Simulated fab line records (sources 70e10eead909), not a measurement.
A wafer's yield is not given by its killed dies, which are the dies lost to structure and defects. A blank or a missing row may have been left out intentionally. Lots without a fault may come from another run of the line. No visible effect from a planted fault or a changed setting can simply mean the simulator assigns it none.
The tool behind it: which one?	flow nand-harc	Sampling: 23 lots, 69 wafers, 2 of 1302 route steps

## WHAT THE GAUGES SHOWED, per wafer
NHARC_A_SOURCE_PLATE_INSPECT_08. Usual: 63 for raw-defect-count, sd 30.
lot	measured	on	raw-defect-count	flag
L074	day 8 00:03	defect-inspect-01	124 145 94	
L076	day 8 17:46	defect-inspect-01	137 101 75	
L075	day 8 17:47	defect-inspect-01	38 55 56	
L077	day 9 02:34	defect-inspect-02	36 52 56	
L078	day 9 07:14	defect-inspect-02	47 50 43	
L079	day 10 01:52	defect-inspect-02	82 55 54	
L080	day 10 01:52	defect-inspect-01	64 50 24	
L081	day 10 15:50	defect-inspect-01	42 24 26	
L083	day 11 15:37	defect-inspect-02	44 22 29	
L084	day 11 15:37	defect-inspect-01	53 41 47	
L085	day 12 01:21	defect-inspect-01	78 82 142	
L086	day 12 17:41	defect-inspect-02	74 56 79	
L087	day 12 23:00	defect-inspect-02	40 97 62	
L088	day 13 16:23	defect-inspect-01	31 48 48	
L089	day 13 16:23	defect-inspect-02	102 91 92	
L090	day 14 09:01	defect-inspect-01	86 53 64	
L091	day 14 18:30	defect-inspect-02	46 31 50	
L092	day 15 06:08	defect-inspect-02	70 85 107	
L093	day 15 14:04	defect-inspect-01	119 88 128	
L094	day 16 01:21	defect-inspect-01	92 40 26	
L095	day 16 10:47	defect-inspect-01	64 60 73	
L096	day 17 00:15	defect-inspect-02	90 44 65	
L097	day 17 03:53	defect-inspect-02	113 38 40	

NHARC_A_ONON_D1_THK_MEAS_11: measures by ellipsometry. Usual: 997 nm for thk-nm, sd 9.1.
lot	measured	on	thk-nm (nm)	flag
L074	day 8 02:20	film-metro-01	994 995 995	
L076	day 8 20:02	film-metro-01	986 986 987	
L075	day 8 20:05	film-metro-02	991 989 989	
L077	day 9 04:51	film-metro-01	987 989 987	
L078	day 9 09:31	film-metro-01	989 990 991	
L079	day 10 04:08	film-metro-02	986 985 985	
L080	day 10 04:09	film-metro-01	1010 1010 1010	
L081	day 10 18:07	film-metro-01	994 993 994	
L083	day 11 17:54	film-metro-01	1001 1003 1002	
L084	day 11 17:57	film-metro-02	1001 1002 1002	
L085	day 12 03:38	film-metro-01	990 989 989	
L086	day 12 19:58	film-metro-01	1017 1018 1019	
L087	day 13 01:19	film-metro-01	993 992 992	
L088	day 13 18:41	film-metro-01	1005 1006 1007	
L089	day 13 18:56	film-metro-01	1011 1013 1014	
L090	day 14 11:17	film-metro-01	997 999 998	
L091	day 14 20:46	film-metro-01	1002 1003 1002	
L092	day 15 08:25	film-metro-02	1011 1013 1011	
L093	day 15 16:20	film-metro-01	996 995 996	
L094	day 16 03:38	film-metro-01	992 991 992	
L095	day 16 13:04	film-metro-02	995 994 994	
L096	day 17 02:32	film-metro-01	988 988 989	
L097	day 17 06:11	film-metro-02	989 989 990	

## TOOL THAT RAN EACH LOT (tool first, then ch and the chambers of the sampled wafers, then the start)
The record holds no process step before these readings.

## AS READ BY THE TOOLS THEMSELVES (means over the sampled wafers that have a number; for cases with no such wafer, the mark the record gives instead)
The record holds no such reading with a usual standard deviation.

## THE ANSWER, worked out from the rows above alone
Rule: lot off if the mean of its wafers having a number is beyond 3 standard deviations from the usual mean. A lot without any number at a reading at which 4 lots or more have one is off too. All remaining lots with rows at the step are treated as sound. After the gauges, taken in route order, come the tools' own readings; for these a lot's mean is taken, as printed above. At the first step where some lot is off, the reading lying furthest off is the one used; lots without a number count as furthest.
Across all readings shown, no lot is off: no conclusion can be drawn from this.

## WHAT THE SIMULATOR HAD PUT IN
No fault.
